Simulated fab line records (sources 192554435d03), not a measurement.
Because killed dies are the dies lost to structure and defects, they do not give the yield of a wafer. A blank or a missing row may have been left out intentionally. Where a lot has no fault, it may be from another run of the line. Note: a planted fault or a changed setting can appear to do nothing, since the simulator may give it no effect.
Which of the tools did it?	flow n5-finfet	15 lots, 45 wafers sampled, at 4 steps of a route of 1938

## WHAT EACH GAUGE READ, for each wafer
The record lacks any reading of a measuring or inspecting step that a usual standard deviation could be used to judge.

## EACH LOT AND THE TOOL THAT RAN IT (in order: tool; ch and the chambers of the sampled wafers; start)
lot	N5_WELL_APT_EXPOSE_05	N5_PMOS_HMC_CHANNEL_EPI_STRIP_33	N5_FIN_SAQP_PECVD_47	N5_FIN_SAQP_ETCH_52
L568	krf-scanner-01 ch 0, day 1 19:37	rie-diel-02 ch 1,2,3, day 1 23:26	pecvd-01 ch 1,2, day 2 03:10	rie-diel-03 ch 1,2, day 2 04:28
L570	krf-scanner-01 ch 0, day 2 07:50	rie-diel-02 ch 2,3, day 2 12:03	pecvd-04 ch 0,1,2, day 2 15:21	rie-diel-01 ch 0,3, day 2 16:17
L571	krf-scanner-01 ch 0, day 2 13:23	rie-diel-05 ch 0,2,3, day 2 17:52	pecvd-04 ch 0,1,2, day 2 21:08	rie-diel-04 ch 0,1,3, day 2 22:01
L572	krf-scanner-01 ch 0, day 2 19:23	rie-diel-06 ch 0,3, day 2 23:17	pecvd-02 ch 1,2, day 3 02:41	rie-diel-01 ch 0,1,2, day 3 03:28
L575	krf-scanner-01, day 3 13:50	-	-	-
L576	krf-scanner-02, day 3 19:43	-	-	-
L577	krf-scanner-02, day 4 01:45	-	-	-
L581	krf-scanner-02 ch 0, day 5 01:24	rie-diel-02 ch 1,2,3, day 5 05:31	pecvd-04 ch 0,1,2, day 5 10:01	rie-diel-04 ch 2,3, day 5 10:44
L582	krf-scanner-01 ch 0, day 5 07:32	rie-diel-05 ch 0,2,3, day 5 11:34	pecvd-01 ch 0,1,2, day 5 14:59	rie-diel-01 ch 1,2,3, day 5 15:49
L583	krf-scanner-02 ch 0, day 5 13:31	rie-diel-02 ch 0,1,3, day 5 17:44	pecvd-01 ch 0,1,2, day 5 22:11	rie-diel-01 ch 0,2,3, day 6 05:40
L584	krf-scanner-02 ch 0, day 5 19:58	rie-diel-06 ch 1,2, day 6 05:23	pecvd-01 ch 0,1,2, day 6 10:23	rie-diel-04 ch 1,2, day 6 11:07
L586	krf-scanner-01 ch 0, day 6 07:39	rie-diel-02 ch 1,2,3, day 6 11:58	pecvd-01 ch 0,1,2, day 6 19:18	rie-diel-04 ch 1,3, day 6 20:01
L587	krf-scanner-02 ch 0, day 6 13:38	rie-diel-05 ch 1,2,3, day 6 19:20	pecvd-04 ch 1,2, day 6 23:14	rie-diel-04 ch 0,1, day 7 00:02
L588	krf-scanner-01 ch 0, day 6 19:52	rie-diel-06 ch 1,3, day 6 23:56	pecvd-01 ch 1,2, day 7 03:29	rie-diel-01 ch 1,2,3, day 7 04:24
L590	krf-scanner-01 ch 0, day 7 07:32	rie-diel-05 ch 0,1,3, day 7 11:26	pecvd-01 ch 0,2, day 7 15:34	rie-diel-03 ch 2,3, day 7 16:47
- N5_WELL_APT_EXPOSE_05: exposes mask NWELL, defocus 0 nm, target cd 200 nm.
- N5_PMOS_HMC_CHANNEL_EPI_STRIP_33: strips in N2/H2.
- N5_FIN_SAQP_PECVD_47: deposits a-Si from SiH4/He, target thk 45 nm, time 36.3 s.
- N5_FIN_SAQP_ETCH_52: etches SOC in N2/H2, target depth 100 nm, overetch 20 nm, time 150 s.

## AS READ BY THE TOOLS THEMSELVES (means over the sampled wafers that have a number; for cases with no such wafer, the mark the record gives instead)
N5_WELL_APT_EXPOSE_05.
lot	tool	exposure-dose-mJ-cm2	focus-offset-nm (nm)
L568	krf-scanner-01	20.256	0.2
L570	krf-scanner-01	20.315	0.1
L571	krf-scanner-01	20.290	0.5
L572	krf-scanner-01	20.310	0.3
L575	krf-scanner-01	-	-
L576	krf-scanner-02	-	-
L577	krf-scanner-02	-	-
L581	krf-scanner-02	20.301	0.8
L582	krf-scanner-01	20.276	0.0
L583	krf-scanner-02	20.314	-0.5
L584	krf-scanner-02	20.304	-0.1
L586	krf-scanner-01	20.280	0.5
L587	krf-scanner-02	20.307	0.2
L588	krf-scanner-01	20.260	-0.1
L590	krf-scanner-01	20.269	-0.6

N5_PMOS_HMC_CHANNEL_EPI_STRIP_33.
lot	tool	drypump-motor-current-A (A)	h2-flow-sccm (sccm)	oes-product-au (a.u.)	rf-vpp-V (V)	showerhead-plenum-p-Torr (Torr)	throttle-valve-pct (%)
L568	rie-diel-02	5.7	300.2	0.79	55.9	3.42	18.8
L570	rie-diel-02	6.1	301.1	0.76	54.8	3.40	18.6
L571	rie-diel-05	5.6	300.2	0.74	52.8	3.30	19.3
L572	rie-diel-06	6.3	300.1	0.90	54.0	3.34	18.7
L581	rie-diel-02	5.7	299.6	0.76	52.9	3.41	18.9
L582	rie-diel-05	5.6	299.3	0.71	55.4	3.29	19.4
L583	rie-diel-02	5.8	299.9	0.72	53.7	3.38	19.2
L584	rie-diel-06	5.9	300.8	0.76	54.4	3.27	19.0
L586	rie-diel-02	5.8	300.8	0.75	54.8	3.41	18.9
L587	rie-diel-05	5.6	299.6	0.73	56.0	3.34	19.5
L588	rie-diel-06	6.2	300.7	0.81	54.4	3.26	18.9
L590	rie-diel-05	5.7	300.4	0.70	54.1	3.32	19.4

N5_FIN_SAQP_PECVD_47.
lot	tool	heater-power-w (W)	showerhead-plenum-p-Torr (Torr)	showerhead-vpp-V (V)	throttle-valve-pct (%)
L568	pecvd-01	630	5.69	619	18.0
L570	pecvd-04	771	5.65	621	18.7
L571	pecvd-04	792	5.65	612	18.6
L572	pecvd-02	858	5.69	619	17.3
L581	pecvd-04	771	5.66	615	18.7
L582	pecvd-01	689	5.68	628	18.1
L583	pecvd-01	700	5.69	628	18.2
L584	pecvd-01	691	5.68	634	18.0
L586	pecvd-01	668	5.70	631	18.0
L587	pecvd-04	737	5.67	622	19.5
L588	pecvd-01	679	5.70	620	18.2
L590	pecvd-01	720	5.68	631	18.0

N5_FIN_SAQP_ETCH_52.
lot	tool	bias-w (W)	drypump-motor-current-A (A)	h2-flow-sccm (sccm)	oes-product-au (a.u.)	rf-vpp-V (V)	showerhead-plenum-p-Torr (Torr)	throttle-valve-pct (%)
L568	rie-diel-03	149.9	5.9	199.4	0.67	523.8	2.55	18.00
L570	rie-diel-01	150.6	6.3	200.8	0.69	522.9	2.47	18.10
L571	rie-diel-04	149.5	5.7	200.3	0.67	524.8	2.58	17.99
L572	rie-diel-01	150.5	6.3	200.5	0.67	522.9	2.50	18.00
L581	rie-diel-04	149.7	5.8	200.6	0.64	523.9	2.52	18.03
L582	rie-diel-01	149.8	6.2	199.6	0.72	524.8	2.56	17.90
L583	rie-diel-01	149.9	6.1	199.8	0.77	526.0	2.62	17.80
L584	rie-diel-04	150.2	5.3	199.9	0.67	524.6	2.58	18.09
L586	rie-diel-04	150.3	5.8	200.2	0.68	525.9	2.62	18.11
L587	rie-diel-04	149.9	5.6	200.2	0.68	525.9	2.62	18.07
L588	rie-diel-01	150.3	6.2	199.5	0.71	524.9	2.55	17.94
L590	rie-diel-03	149.5	6.1	199.7	0.63	522.7	2.52	17.95

## THE ANSWER, worked out from the rows above alone
Rule: the usual values come from the lots themselves. Put in order of their means at a reading, lots are off if they are a third of the lots or fewer, leave a main group of 4 or more, and stand apart from it by a gap of 3 or more times the standard deviation of the main group's means; of several such gaps the widest counts. Not used: any main group whose means are identical at the precision the tables above print for the reading. Also off: a lot with no number at a reading for which 4 or more lots have one. The other lots that the step has rows for count as sound. After the gauges, taken in route order, come the tools' own readings; for these a lot's mean is taken, as printed above. At the first step where some lot is off, the reading lying furthest off is the one used; lots without a number count as furthest.
Off: L575, L576, L577, at N5_WELL_APT_EXPOSE_05 (exposure-dose-mJ-cm2). Without a number there: L575, L576, L577. The main group: mean 20.290, standard deviation 0.02.
If a tool, at that step or one of the process steps before it, ran each lot that is off and ran no sound lot following the first of them, it fits. No candidate that was tried fits.

## WHAT THE SIMULATOR HAD PUT IN
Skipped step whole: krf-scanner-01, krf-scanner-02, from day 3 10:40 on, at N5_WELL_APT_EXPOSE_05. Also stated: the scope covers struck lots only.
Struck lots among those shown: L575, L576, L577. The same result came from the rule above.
